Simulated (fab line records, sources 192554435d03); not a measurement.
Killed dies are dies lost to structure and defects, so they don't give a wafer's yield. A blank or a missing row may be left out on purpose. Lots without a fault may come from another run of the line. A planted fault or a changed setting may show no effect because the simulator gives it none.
Which tool did it? | flow n5_finfet | 9 lots, 27 wafers sampled, at 3 steps of a route of 1938

WHAT THE GAUGES READ, wafer by wafer
N5_BEOL_M4_RC_MEAS_101. Usual: DIBL_N 36.8 mV/V, standard deviation 1.9; DIBL_P 36.5 mV/V, standard deviation 2.1; IOFF_N 0.17 nA/um, standard deviation 0.038; IOFF_P 0.22 nA/um, standard deviation 0.039; ION_N 675 uA/um, standard deviation 12; ION_P 463 uA/um, standard deviation 7.4; SS_N 71.6 mV/dec, standard deviation 0.71; SS_P 73.4 mV/dec, standard deviation 0.72; VT_N 249 mV, standard deviation 3.3; VT_P -250 mV, standard deviation 3.3.
lot  | measured     | on        | DIBL_N (mV/V)  | DIBL_P (mV/V)  | IOFF_N (nA/um) | IOFF_P (nA/um) | ION_N (uA/um) | ION_P (uA/um) | SS_N (mV/dec)  | SS_P (mV/dec)  | VT_N (mV)   | VT_P (mV)      | flag
L204 | day 8 08:25  | prober-01 | 34.7 39.9 35.7 | 34.3 40.0 34.5 | 0.12 0.21 0.12 | 0.16 0.24 0.16 | 657 680 656   | 453 459 450   | 71.0 72.7 70.9 | 72.6 74.3 72.9 | 251 249 252 | -256 -252 -256 |
L212 | day 10 19:06 | prober-02 | 39.0 38.3 37.9 | 39.6 36.4 38.0 | 0.23 0.20 0.19 | 0.31 0.22 0.25 | 690 682 688   | 478 459 473   | 72.3 71.7 71.8 | 73.2 72.7 73.6 | 242 248 246 | -245 -250 -247 |
L210 | day 10 21:26 | prober-02 | 33.6 36.5 37.0 | 33.0 35.9 37.0 | 0.12 0.16 0.17 | 0.16 0.20 0.21 | 654 667 657   | 458 456 452   | 70.5 71.6 71.3 | 72.4 73.9 74.4 | 253 250 249 | -254 -252 -250 |
L219 | day 13 03:48 | prober-01 | 36.7 36.0 33.4 | 37.7 37.0 34.2 | 0.18 0.17 0.13 | 0.24 0.23 0.19 | 675 665 660   | 467 461 458   | 72.2 72.5 71.2 | 73.5 73.2 72.3 | 247 248 250 | -246 -248 -249 |
L221 | day 13 04:44 | prober-02 | 36.2 38.4 34.2 | 35.5 37.3 32.5 | 0.13 0.16 0.11 | 0.18 0.20 0.14 | 676 667 673   | 461 454 456   | 71.8 72.5 71.4 | 73.3 73.9 72.3 | 253 252 254 | -256 -251 -257 |
L222 | day 14 01:32 | prober-01 | 41.5 37.3 36.6 | 43.1 37.8 36.4 | 0.26 0.15 0.14 | 0.28 0.19 0.17 | 693 673 672   | 473 458 455   | 73.3 71.5 71.4 | 75.2 74.0 73.0 | 244 253 254 | -251 -255 -256 |
L224 | day 14 18:22 | prober-02 | 34.5 35.6 36.0 | 33.5 34.9 35.2 | 0.12 0.13 0.15 | 0.15 0.17 0.17 | 681 677 676   | 463 462 456   | 70.7 71.7 72.1 | 72.4 73.2 73.9 | 252 254 250 | -252 -253 -254 |
L227 | day 14 21:04 | prober-01 | 36.3 36.0 35.1 | 35.6 34.3 33.1 | 0.14 0.12 0.12 | 0.21 0.19 0.18 | 661 661 654   | 463 462 457   | 71.8 70.5 70.5 | 72.3 72.2 72.3 | 252 254 254 | -248 -251 -250 |
L226 | day 15 01:47 | prober-02 | 38.5 41.7 36.9 | 38.1 40.6 34.9 | 0.20 0.28 0.16 | 0.25 0.31 0.20 | 698 685 680   | 472 470 465   | 72.2 72.6 71.7 | 73.8 74.5 73.5 | 244 242 250 | -247 -245 -251 |

N5_BEOL_M6_INSPECT_13: inspects for defects (brightfield). Usual: raw_defect_count 399, standard deviation 86.
lot  | measured     | on                | raw_defect_count | flag
L204 | day 8 23:43  | defect_inspect-01 | 395 410 355      |
L212 | day 11 12:01 | defect_inspect-01 | 486 362 481      |
L210 | day 11 16:48 | defect_inspect-01 | 396 358 464      |
L219 | day 13 18:42 | defect_inspect-02 | 420 349 311      |
L221 | day 13 22:13 | defect_inspect-01 | 373 273 435      |
L222 | day 14 17:13 | defect_inspect-02 | 574 417 413      |
L224 | day 15 09:44 | defect_inspect-02 | 384 278 302      |
L227 | day 15 11:16 | defect_inspect-01 | 338 311 330      |
L226 | day 15 22:56 | defect_inspect-02 | 282 440 247      |

N5_BEOL_M6_INSPECT_30: inspects for defects (brightfield). Usual: raw_defect_count 405, standard deviation 87.
lot  | measured     | on                | raw_defect_count | flag
L204 | day 9 01:53  | defect_inspect-01 | 401 405 334      |
L212 | day 11 14:13 | defect_inspect-02 | 463 334 415      |
L210 | day 11 17:59 | defect_inspect-01 | 404 355 459      |
L219 | day 13 20:51 | defect_inspect-01 | 473 376 340      |
L221 | day 14 00:37 | defect_inspect-02 | 353 260 430      |
L222 | day 14 19:32 | defect_inspect-01 | 660 465 439      |
L224 | day 15 12:41 | defect_inspect-02 | 387 287 318      |
L227 | day 15 13:14 | defect_inspect-02 | 335 311 342      |
L226 | day 16 00:12 | defect_inspect-02 | 295 444 270      |

WHICH TOOL RAN EACH LOT (tool, then ch and the chambers of the sampled wafers, then the start)
The record holds no process step before these readings.

WHAT THE TOOLS THEMSELVES READ (means of the sampled wafers that have a number; where no wafer has one, the mark that the record gives instead)
The record holds no such reading with a usual standard deviation.

THE ANSWER, worked out from the rows above alone
Rule: a lot is off if the mean of its wafers that have a number lies more than 3 standard deviations from the usual mean. A lot without any number at a reading at which 4 lots or more have one is off too. The other lots that the step has rows for count as sound. The gauges are gone through in route order, then the tools' own readings, and for those a lot's mean is taken as printed above. The first step at which some lot is off is used, and at that step the reading that is off furthest; a lot without a number counts as furthest.
No lot is off at any reading shown: from this, nothing can be told.

WHAT THE SIMULATOR HAD PUT IN
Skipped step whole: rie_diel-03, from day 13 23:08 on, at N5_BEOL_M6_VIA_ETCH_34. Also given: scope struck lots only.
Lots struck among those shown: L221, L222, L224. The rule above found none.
